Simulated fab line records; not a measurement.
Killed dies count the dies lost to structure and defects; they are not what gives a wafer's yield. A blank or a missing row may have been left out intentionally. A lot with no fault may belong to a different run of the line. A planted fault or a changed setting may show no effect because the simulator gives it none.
Split-lot study || flow n5Finfet || 7 lots, 39 wafers read, on a route of 1938 steps

## THE SPLIT ITSELF
At N5_MOL_CONTACT_COAG_VIA_ETCH_46 (etches SiO2 in C4F6/O2, target depth 46 nm, overetch 9.2 nm, time 40 s), the setting biasW was moved away from the recipe's 455 W on 12 of the 39 wafers read, by -6.0% to +15.5%. For the rest of the wafers, this setting stayed at what the recipe calls for.

The reading comes from the split's own step.

## THE READING
rfVppV, in V, at N5_MOL_CONTACT_COAG_VIA_ETCH_46 (etches SiO2 in C4F6/O2, target depth 46 nm, overetch 9.2 nm, time 40 s). Fault-free wafers of this fab line usually give 1576 V, standard deviation 26 V.

{"wafer": "L074.1", "tool, chamber at the split": "rieDiel-04, 0", "biasW as run, W": 455, "against the recipe": "recipe", "rfVppV, V": 1609, "against lot-mates on the recipe": "-"}
{"wafer": "L074.2", "tool, chamber at the split": "rieDiel-04, 3", "biasW as run, W": 455, "against the recipe": "recipe", "rfVppV, V": 1625, "against lot-mates on the recipe": "-"}
{"wafer": "L074.3", "tool, chamber at the split": "rieDiel-04, 1", "biasW as run, W": 455, "against the recipe": "recipe", "rfVppV, V": 1580, "against lot-mates on the recipe": "-"}
{"wafer": "L074.4", "tool, chamber at the split": "rieDiel-04, 2", "biasW as run, W": 455, "against the recipe": "recipe", "rfVppV, V": 1559, "against lot-mates on the recipe": "-"}
{"wafer": "L074.5", "tool, chamber at the split": "rieDiel-04, 1", "biasW as run, W": 455, "against the recipe": "recipe", "rfVppV, V": 1581, "against lot-mates on the recipe": "-"}
{"wafer": "L074.6", "tool, chamber at the split": "rieDiel-04, 0", "biasW as run, W": 455, "against the recipe": "recipe", "rfVppV, V": 1609, "against lot-mates on the recipe": "-"}
{"wafer": "L075.1", "tool, chamber at the split": "rieDiel-03, 1", "biasW as run, W": 427.9, "against the recipe": "-6.0%", "rfVppV, V": 1498, "against lot-mates on the recipe": -92}
{"wafer": "L075.2", "tool, chamber at the split": "rieDiel-03, 0", "biasW as run, W": 455, "against the recipe": "recipe", "rfVppV, V": 1578, "against lot-mates on the recipe": "-"}
{"wafer": "L075.3", "tool, chamber at the split": "rieDiel-03, 2", "biasW as run, W": 455, "against the recipe": "recipe", "rfVppV, V": 1592, "against lot-mates on the recipe": "-"}
{"wafer": "L075.4", "tool, chamber at the split": "rieDiel-03, 3", "biasW as run, W": 427.9, "against the recipe": "-6.0%", "rfVppV, V": 1528, "against lot-mates on the recipe": -62}
{"wafer": "L075.5", "tool, chamber at the split": "rieDiel-03, 0", "biasW as run, W": 427.9, "against the recipe": "-6.0%", "rfVppV, V": 1507, "against lot-mates on the recipe": -83}
{"wafer": "L075.6", "tool, chamber at the split": "rieDiel-03, 3", "biasW as run, W": 455, "against the recipe": "recipe", "rfVppV, V": 1599, "against lot-mates on the recipe": "-"}
{"wafer": "L079.1", "tool, chamber at the split": "rieDiel-04, 3", "biasW as run, W": 525.4, "against the recipe": "+15.5%", "rfVppV, V": 1807, "against lot-mates on the recipe": "+234"}
{"wafer": "L079.2", "tool, chamber at the split": "rieDiel-04, 1", "biasW as run, W": 455, "against the recipe": "recipe", "rfVppV, V": 1582, "against lot-mates on the recipe": "-"}
{"wafer": "L079.3", "tool, chamber at the split": "rieDiel-04, 2", "biasW as run, W": 455, "against the recipe": "recipe", "rfVppV, V": 1557, "against lot-mates on the recipe": "-"}
{"wafer": "L079.4", "tool, chamber at the split": "rieDiel-04, 0", "biasW as run, W": 525.4, "against the recipe": "+15.5%", "rfVppV, V": 1788, "against lot-mates on the recipe": "+215"}
{"wafer": "L079.5", "tool, chamber at the split": "rieDiel-04, 0", "biasW as run, W": 525.4, "against the recipe": "+15.5%", "rfVppV, V": 1789, "against lot-mates on the recipe": "+216"}
{"wafer": "L079.6", "tool, chamber at the split": "rieDiel-04, 1", "biasW as run, W": 455, "against the recipe": "recipe", "rfVppV, V": 1580, "against lot-mates on the recipe": "-"}
{"wafer": "L083.1", "tool, chamber at the split": "rieDiel-05, 0", "biasW as run, W": 455, "against the recipe": "recipe", "rfVppV, V": 1540, "against lot-mates on the recipe": "-"}
{"wafer": "L083.3", "tool, chamber at the split": "rieDiel-05, 3", "biasW as run, W": 455, "against the recipe": "recipe", "rfVppV, V": 1538, "against lot-mates on the recipe": "-"}
{"wafer": "L083.5", "tool, chamber at the split": "rieDiel-05, 0", "biasW as run, W": 455, "against the recipe": "recipe", "rfVppV, V": 1539, "against lot-mates on the recipe": "-"}
{"wafer": "L087.1", "tool, chamber at the split": "rieDiel-03, 0", "biasW as run, W": 455, "against the recipe": "recipe", "rfVppV, V": 1576, "against lot-mates on the recipe": "-"}
{"wafer": "L087.2", "tool, chamber at the split": "rieDiel-03, 2", "biasW as run, W": 455, "against the recipe": "recipe", "rfVppV, V": 1592, "against lot-mates on the recipe": "-"}
{"wafer": "L087.3", "tool, chamber at the split": "rieDiel-03, 3", "biasW as run, W": 455, "against the recipe": "recipe", "rfVppV, V": 1599, "against lot-mates on the recipe": "-"}
{"wafer": "L087.4", "tool, chamber at the split": "rieDiel-03, 1", "biasW as run, W": 455, "against the recipe": "recipe", "rfVppV, V": 1567, "against lot-mates on the recipe": "-"}
{"wafer": "L087.5", "tool, chamber at the split": "rieDiel-03, 3", "biasW as run, W": 455, "against the recipe": "recipe", "rfVppV, V": 1599, "against lot-mates on the recipe": "-"}
{"wafer": "L087.6", "tool, chamber at the split": "rieDiel-03, 0", "biasW as run, W": 455, "against the recipe": "recipe", "rfVppV, V": 1577, "against lot-mates on the recipe": "-"}
{"wafer": "L088.1", "tool, chamber at the split": "rieDiel-03, 3", "biasW as run, W": 485.7, "against the recipe": "+6.7%", "rfVppV, V": 1678, "against lot-mates on the recipe": "+89"}
{"wafer": "L088.2", "tool, chamber at the split": "rieDiel-03, 0", "biasW as run, W": 455, "against the recipe": "recipe", "rfVppV, V": 1577, "against lot-mates on the recipe": "-"}
{"wafer": "L088.3", "tool, chamber at the split": "rieDiel-03, 2", "biasW as run, W": 455, "against the recipe": "recipe", "rfVppV, V": 1591, "against lot-mates on the recipe": "-"}
{"wafer": "L088.4", "tool, chamber at the split": "rieDiel-03, 1", "biasW as run, W": 485.7, "against the recipe": "+6.7%", "rfVppV, V": 1645, "against lot-mates on the recipe": "+56"}
{"wafer": "L088.5", "tool, chamber at the split": "rieDiel-03, 3", "biasW as run, W": 455, "against the recipe": "recipe", "rfVppV, V": 1600, "against lot-mates on the recipe": "-"}
{"wafer": "L088.6", "tool, chamber at the split": "rieDiel-03, 0", "biasW as run, W": 485.7, "against the recipe": "+6.7%", "rfVppV, V": 1655, "against lot-mates on the recipe": "+66"}
{"wafer": "L097.1", "tool, chamber at the split": "rieDiel-05, 2", "biasW as run, W": 455, "against the recipe": "recipe", "rfVppV, V": 1590, "against lot-mates on the recipe": "-"}
{"wafer": "L097.2", "tool, chamber at the split": "rieDiel-05, 3", "biasW as run, W": 487.3, "against the recipe": "+7.1%", "rfVppV, V": 1616, "against lot-mates on the recipe": "+60"}
{"wafer": "L097.3", "tool, chamber at the split": "rieDiel-05, 1", "biasW as run, W": 487.3, "against the recipe": "+7.1%", "rfVppV, V": 1625, "against lot-mates on the recipe": "+69"}
{"wafer": "L097.4", "tool, chamber at the split": "rieDiel-05, 1", "biasW as run, W": 455, "against the recipe": "recipe", "rfVppV, V": 1543, "against lot-mates on the recipe": "-"}
{"wafer": "L097.5", "tool, chamber at the split": "rieDiel-05, 2", "biasW as run, W": 487.3, "against the recipe": "+7.1%", "rfVppV, V": 1674, "against lot-mates on the recipe": "+118"}
{"wafer": "L097.6", "tool, chamber at the split": "rieDiel-05, 3", "biasW as run, W": 455, "against the recipe": "recipe", "rfVppV, V": 1536, "against lot-mates on the recipe": "-"}

FIT RESULTS
A straight line over all 39 wafers: rfVppV changes by +12.8 V for each +1% of biasW; r = +0.94; the points scatter about the line by 25 V.
The same after taking each lot's own level away (the mean of its wafers on the recipe; 39 wafers): +13.5 V for each +1%; r = +0.97; scatter 18 V.
Per that fit: largest biasW move, reading shift of 2.1e+02 V.
Measured against the standard deviation above, the lots' own levels, which go from 1539.0 to 1593.8 V, span 2.1 times it.
The two slopes are in agreement: the lot-to-lot level therefore moves the slope only a little.
Check: with one of the wafers moved furthest among these (+15.5%) left out of the fit, the line predicts +199 V for it against its lot-mates. It came out at +234 V against them.
Tool readings at the split's step, against how far the setting was moved: rfVppV r = +0.94.

## OTHER SPLITS ON THESE WAFERS
Note: prior to the reading, these wafers also went through further splits. Each is held against what the fit with the lots' levels taken away leaves over:
{"other split on the same wafers": "N5_FIN_SAQP_ALD_61 aldCycles", "wafers away from the commonest value": 12, "r with rfVppV (lot level and that fit taken away)": "+0.18"}
{"other split on the same wafers": "N5_FIN_CUT_CUT_ETCH_26 timeS", "wafers away from the commonest value": 12, "r with rfVppV (lot level and that fit taken away)": "+0.11"}
{"other split on the same wafers": "N5_DUMMY_GATE_ETCH_37 sourceW", "wafers away from the commonest value": 18, "r with rfVppV (lot level and that fit taken away)": "+0.08"}
{"other split on the same wafers": "N5_DUMMY_GATE_ETCH_31 targetDepthA", "wafers away from the commonest value": 9, "r with rfVppV (lot level and that fit taken away)": -0.09}

## THE FILE'S OWN FIT
rfVppV changes by +13.3 V for each +1% of biasW, r = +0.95.
